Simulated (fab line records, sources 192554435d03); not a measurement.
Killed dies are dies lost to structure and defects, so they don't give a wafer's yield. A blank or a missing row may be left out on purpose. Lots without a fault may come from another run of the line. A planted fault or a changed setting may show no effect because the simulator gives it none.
Chamber matching | flow n5_finfet | N5_PMOS_HMC_CHANNEL_EPI_HM_DEP_34 on pecvd-01: 3 sister chambers
The step deposits SiO2 from TEOS/O2, target thk 36 nm, time 6.9 s. 3 wafers are shown with their chamber, then 8 later ones without.

WAFERS WITH THEIR CHAMBER
wafer  | chamber | throttle_valve_pct (%)
L083.5 | 0       | 18.7
L083.6 | 1       | 18.9
L088.2 | 2       | 17.5

WAFERS WITHOUT THEIR CHAMBER
wafer  | throttle_valve_pct (%)
L088.3 | 18.7
L088.5 | 17.6
L091.3 | 17.5
L091.4 | 18.7
L091.6 | 19.1
L097.1 | 18.7
L097.3 | 18.7
L097.6 | 18.9

WHICH CHAMBER EACH WENT THROUGH
wafer  | from the rows above | in truth
L088.3 | 0                   | 0
L088.5 | 2                   | 2
L091.3 | 2                   | 2
L091.4 | 0                   | 0
L091.6 | 1                   | 1
L097.1 | 0                   | 0
L097.3 | 0                   | 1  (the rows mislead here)
L097.6 | 1                   | 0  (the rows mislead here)
Placed correctly: 6 of 8. Can't be placed from these rows: 0. Placed wrongly: 2.
How it was worked out, from the rows above alone: a wafer's distance from a chamber is the root of the sum, over the readings, of the square of ((its reading less the chamber's mean) divided by the reading's scatter). The wafer belongs to the nearest chamber; if the next one is less than 2 further off, it can't be placed. A chamber's mean is the mean of its shown wafers. The scatter: with one shown wafer a chamber, the root of the mean of the squares of how far each hidden wafer lies from its nearest shown one.
